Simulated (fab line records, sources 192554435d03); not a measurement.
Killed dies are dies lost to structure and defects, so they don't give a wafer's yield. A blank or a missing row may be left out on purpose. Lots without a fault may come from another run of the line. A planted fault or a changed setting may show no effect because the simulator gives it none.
A struck lot beside a sound one | flow n5_finfet | 38 steps out of a route of 1938
Sound: wafers L840.3, L840.4, L840.5. Struck: wafers L856.1, L856.4. (L856.5 of the same lot was not struck and is left out.) The cause comes at the end.
At each step with rows: each side's tool, then ch and its chambers, then its first start. Under that, the readings that differ: sound wafers | struck wafers | difference of the means | sigmas: that difference in standard deviations of wafers without a fault.
alike: readings whose means differ by less than 2 such deviations, and words and numbers that are the same on both sides. not compared: withheld readings, readings that some wafer has no value for, bounds like >300 that may hide the same value, and numbers for which the record gives no deviation and whose values overlap.
The two part at a step that has a row with sigmas, a row that says differs or no value, or rows on one side only. Numbers that don't overlap but have no deviation are shown without sigmas and don't part them. A reading that every wafer of one side lacks parts them only if that side has two wafers or more.

first, 8 steps without rows for these wafers: N5_BEOL_M0_ECD_118 (material Cu, target thk 300 nm); N5_BEOL_M0_ANNEAL_119 (time 90 s); N5_BEOL_M0_CMP_120 (polishes, stops on SiOC, t overpolish 6.9 s); N5_BEOL_M0_PRE_CLEAN_131 (time 15 s); N5_BEOL_M0_CO_CAP_123 (material Co, precursor CCTBA/H2, target thk 2 nm, time 102.1 s); N5_BEOL_M0_PRE_CLEAN_124 (time 15 s); N5_BEOL_M0_DEP_125 (deposits SiCN from 3MS/NH3, target thk 8 nm, time 14 s); N5_BEOL_M1_ILD_DEP_00 (deposits SiOC from DEMS/O2, target thk 79 nm, time 15.3 s).
N5_BEOL_M1_PECVD_72: deposits SiO2 from TEOS/O2, target thk 16 nm, time 18 s.
  sound on pecvd-02 ch 0,2, day 6 08:05; struck on pecvd-02 ch 2, day 10 09:32
  reading                                    | sound          | struck    | difference | sigmas
  showerhead_plenum_p_Torr (Torr)            | 8.82 8.73 8.81 | 8.72 8.72 | -0.07      | -2
  model.SiO2_of_BEOL_M1_PECVD_72.thk_nm (nm) | 15.8 16.2 16.2 | 5.6 5.8   | -10.4      |
  alike: heater_power_w, throttle_valve_pct
then, 25 steps without rows for these wafers: N5_BEOL_M1_HM_DEP_02 (deposits TiN, target thk 20 nm); N5_BEOL_M1_COAT_61 (time 60 s, resist thk 60 nm); N5_BEOL_M1_COAT_62 (time 60 s, resist thk 12 nm); N5_BEOL_M1_COAT_73 (time 60 s, resist thk 5 nm); N5_BEOL_M1_COAT_05 (resist thk 30 nm); N5_BEOL_M1_EBR_07; N5_BEOL_M1_SOFTBAKE_06 (time 60 s); N5_BEOL_M1_EXPOSE_08 (exposes mask M1); N5_BEOL_M1_PEB_09 (peb time 60 s); N5_BEOL_M1_DEVELOP_10 (develop time 30 s); N5_BEOL_M1_DESCUM_16 (chemistry O2, time 7 s); N5_BEOL_M1_ETCH_74 (etches underlayer in N2/H2, target depth 6.5 nm, time 5.2 s); N5_BEOL_M1_ETCH_63 (etches SiARC in CF4, target depth 15.6 nm, time 26 s); N5_BEOL_M1_ETCH_64 (etches SOC in N2/H2, target depth 75 nm, overetch 15 nm, time 112.5 s); N5_BEOL_M1_STRIP_65 (strips in N2/H2); N5_BEOL_M1_STRIP_75 (strips in N2/H2); N5_BEOL_M1_STRIP_66 (strips in CF4); N5_BEOL_M1_HM_OPEN_17 (chemistry Cl2/BCl3, target TiN, target depth 20 nm, overetch 6 nm); N5_BEOL_M1_STRIP_19 (strips in O2); N5_BEOL_M1_COAT_67 (time 60 s, resist thk 60 nm); N5_BEOL_M1_COAT_68 (time 60 s, resist thk 12 nm); N5_BEOL_M1_COAT_76 (time 60 s, resist thk 5 nm); N5_BEOL_M1_COAT_22 (resist thk 30 nm); N5_BEOL_M1_EBR_24; N5_BEOL_M1_SOFTBAKE_23 (time 60 s).
N5_BEOL_M1_HM_STRIP_39: strips TiN in peroxide tin strip, target depth 25 nm, time 158 s.
  sound on wet_bench-01 ch 0,6,7, day 6 21:35; struck on wet_bench-06 ch 2,4, day 11 03:05
  reading                                    | sound      | struck  | difference | sigmas
  model.SiO2_of_BEOL_M1_PECVD_72.thk_nm (nm) | 15.8 16 16 | 5.6 5.6 | -10.3      |
N5_BEOL_M1_CMP_52: polishes, stops on SiOC, t overpolish 6.8 s, target thk 40 nm.
  sound on cmp-01 ch 1,2,3, day 7 01:07; struck on cmp-02 ch 1,3, day 11 06:46
  reading                      | sound          | struck    | difference | sigmas
  barrier_field_endpoint_s (s) | 24.6 25.0 24.8 | 12.1 12.3 | -12.6      | -21
  alike: motor_current_A, platen_rpm, slurry_flow_ml_min
-- the record jumps here: 2 days lie between the struck wafers' starts before and after (it left off in module BEOL_M1 and takes up again in module BEOL_M4, whose first step shown is number 1111 of the route) --
N5_BEOL_M4_RC_MEAS_101:
  sound on prober-01 ch 0, day 8 04:59; struck on prober-01 ch 0, day 13 17:40
  reading        | sound                | struck        | difference | sigmas
  DIBL_N (mV/V)  | 38.9 36.6 37.9       | 35.1 33.9     | -3.3       | -2
  DIBL_P (mV/V)  | 40.5 36.6 37.6       | 34.5 32.9     | -4.5       | -3
  IOFF_N (nA/um) | 0.242 0.175 0.194    | 0.125 0.115   | -0.084     | -3
  IOFF_P (nA/um) | 0.31 0.23 0.25       | 0.18 0.17     | -0.09      | -3
  ION_N (uA/um)  | 697 676 681          | 668 656       | -23        | -2
  SS_P (mV/dec)  | 75.5 73.5 73.7       | 72.9 72.8     | -1.4       | -2
  VT_N (mV)      | 243.8 249.7 249.1    | 253.6 253.7   | +6.1       | +2
  VT_P (mV)      | -245.6 -250.4 -248.6 | -253.8 -255.2 | -6.3       | -2
  alike: ION_P, SS_N
-- the record jumps here: 5 days lie between the struck wafers' starts before and after (it left off in module BEOL_M4 and takes up again in module PASSIVATION, whose first step shown is number 1936 of the route) --
N5_PASSIVATION_PROBE_49:
  sound on prober-01, day 13 00:02; struck on prober-01, day 18 08:41
  reading         | sound    | struck | difference | sigmas
  killed_at_M4_up | 35 22 34 | 9 19   | -16        | -3
  alike: defect_limited_yield, killed_at_M0_to_M3, killed_at_contacts, killed_at_front_end, killed_at_other, killed_dies, killed_open, killed_short, sort_bin_5_function, sort_bin_6_memory, sort_n_pass, sort_yield_pct

WHERE THEY PART
First at N5_BEOL_M1_PECVD_72; last, within this record, at N5_PASSIVATION_PROBE_49.

WHY: what the simulator had put in
Process parameter drift: pecvd-02, from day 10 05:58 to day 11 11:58, at N5_BEOL_M1_PECVD_72. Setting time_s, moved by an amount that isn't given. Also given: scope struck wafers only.
